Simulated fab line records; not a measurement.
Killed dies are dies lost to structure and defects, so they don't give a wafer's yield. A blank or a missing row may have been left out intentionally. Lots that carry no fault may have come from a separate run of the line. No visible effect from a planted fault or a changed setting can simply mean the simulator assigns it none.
Split-lot experiment ; flow n5_finfet ; 7 lots, 21 wafers read, on a route of 1938 steps

== SPLIT DETAILS ==
At N5_FIN_SAQP_PECVD_48 (deposits SiNx from SiH4/NH3/N2, target thk 25 nm, time 22.1 s), the setting time_s was moved away from the recipe's 22.1 s on 8 of the 21 wafers read, by -10.5% to +13.2%. All remaining wafers had this setting at the recipe value.

== FROM THE SPLIT TO THE READING: what the file shows between them, 2 steps ==
- N5_FIN_SAQP_PECVD_06: deposits a-Si from SiH4/He, target thk 60 nm, time 48.1 s
- N5_FIN_SAQP_MANDREL1_REMOVE_56: chemistry HBr/Cl2/O2, target a-Si, stops on SiNx, bt time 10 s

== THE READING ==
etch.depth_nm (the simulator's own value, which no gauge read), in nm, at N5_FIN_SAQP_ETCH_57 (etches SiNx in CH3F/O2, target depth 32.5 nm, time 46.4 s). The file does not state a usual value for it. Average 24.99 nm, standard deviation 0.26 nm, over the 13 wafers here run with the recipe.

wafer;tool, chamber at the split;time_s as run, s;against the recipe;etch.depth_nm, nm;against lot-mates on the recipe
L074.2;pecvd-03, 2;22.1;recipe;24.67;-
L074.3;pecvd-03, 0;22.1;recipe;25;-
L074.5;pecvd-03, 0;22.1;recipe;24.93;-
L081.3;pecvd-02, 2;19.78;-10.5%;22.3;-2.91
L081.4;pecvd-02, 1;19.78;-10.5%;22.25;-2.96
L081.5;pecvd-02, 0;22.1;recipe;25.21;-
L084.1;pecvd-01, 2;22.1;recipe;24.57;-
L084.4;pecvd-01, 0;22.1;recipe;25.24;-
L084.6;pecvd-01, 1;22.1;recipe;25.01;-
L088.2;pecvd-02, 1;22.1;recipe;24.96;-
L088.5;pecvd-02, 1;25.01;+13.2%;28.61;+3.65
L088.6;pecvd-02, 2;25.01;+13.2%;28.84;+3.88
L089.2;pecvd-03, 2;22.1;recipe;25.02;-
L089.5;pecvd-03, 1;23.66;+7.1%;26.64;+1.62
L089.6;pecvd-03, 0;23.66;+7.1%;26.89;+1.87
L092.1;pecvd-03, 0;22.1;recipe;24.62;-
L092.3;pecvd-03, 1;24.81;+12.3%;27.84;+3.22
L092.4;pecvd-03, 0;24.81;+12.3%;28.49;+3.87
L093.1;pecvd-03, 2;22.1;recipe;25.07;-
L093.5;pecvd-03, 0;22.1;recipe;25.54;-
L093.6;pecvd-03, 1;22.1;recipe;25.08;-

FIT RESULTS
A straight line over all 21 wafers: etch.depth_nm changes by +0.266 nm for each +1% of time_s; r = +0.99; the points scatter about the line by 0.26 nm.
The same after taking each lot's own level away (the mean of its wafers on the recipe; 21 wafers): +0.282 nm for each +1%; r = +0.99; scatter 0.21 nm.
Per that fit: largest time_s move, reading shift of 3.7 nm.
Measured against the standard deviation above, the lots' own levels, which go from 24.620 to 25.230 nm, span 2.4 times it.
So the lot-to-lot level changes the slope little: the two slopes agree.
Check: for one of the wafers moved furthest among these (+13.2%), held out of the fit, the line's prediction against its lot-mates is +3.72 nm. Against them it came out at +3.65 nm.

== THE OTHER SPLITS THESE WAFERS WENT THROUGH ==
Note: prior to the reading, these wafers also went through further splits. Each is held against what the fit with the lots' levels taken away leaves over:
other split on the same wafers;wafers away from the commonest value;r with etch.depth_nm (lot level and that fit taken away)
N5_ZERO_LAYER_PECVD_02 time_s;7;+0.16
N5_ZERO_LAYER_COAT_05 spin_rpm;6;+0.16
N5_WELL_APT_PEB_23 peb_time_s;5;-0.22
N5_WELL_APT_DESCUM_30 time_s;8;+0.23
N5_FIN_SAQP_HM_DEP_03 time_s;6;-0.31

== THE WHOLE CHAIN: every reading that the file lists as answering this split, in the file's order ==
step;what it does;reading;change (the file's fit);r (the file's)
N5_FIN_SAQP_PECVD_48;deposits SiNx from SiH4/NH3/N2, target thk 25 nm, time 22.1 s;SiNx_of_FIN_SAQP_PECVD_48.thk_nm (the simulator's own value, which no gauge read);+0.283 nm for each +1% of the setting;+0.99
N5_FIN_SAQP_ETCH_57;etches SiNx in CH3F/O2, target depth 32.5 nm, time 46.4 s;etch_rf_on_time_s;withheld for each +1% of the setting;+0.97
N5_FIN_SAQP_ETCH_57;etches SiNx in CH3F/O2, target depth 32.5 nm, time 46.4 s;etch.depth_nm (the simulator's own value, which no gauge read);+0.282 nm for each +1% of the setting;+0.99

== FILE'S OWN FIT ==
etch.depth_nm changes by +0.282 nm for each +1% of time_s, r = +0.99.
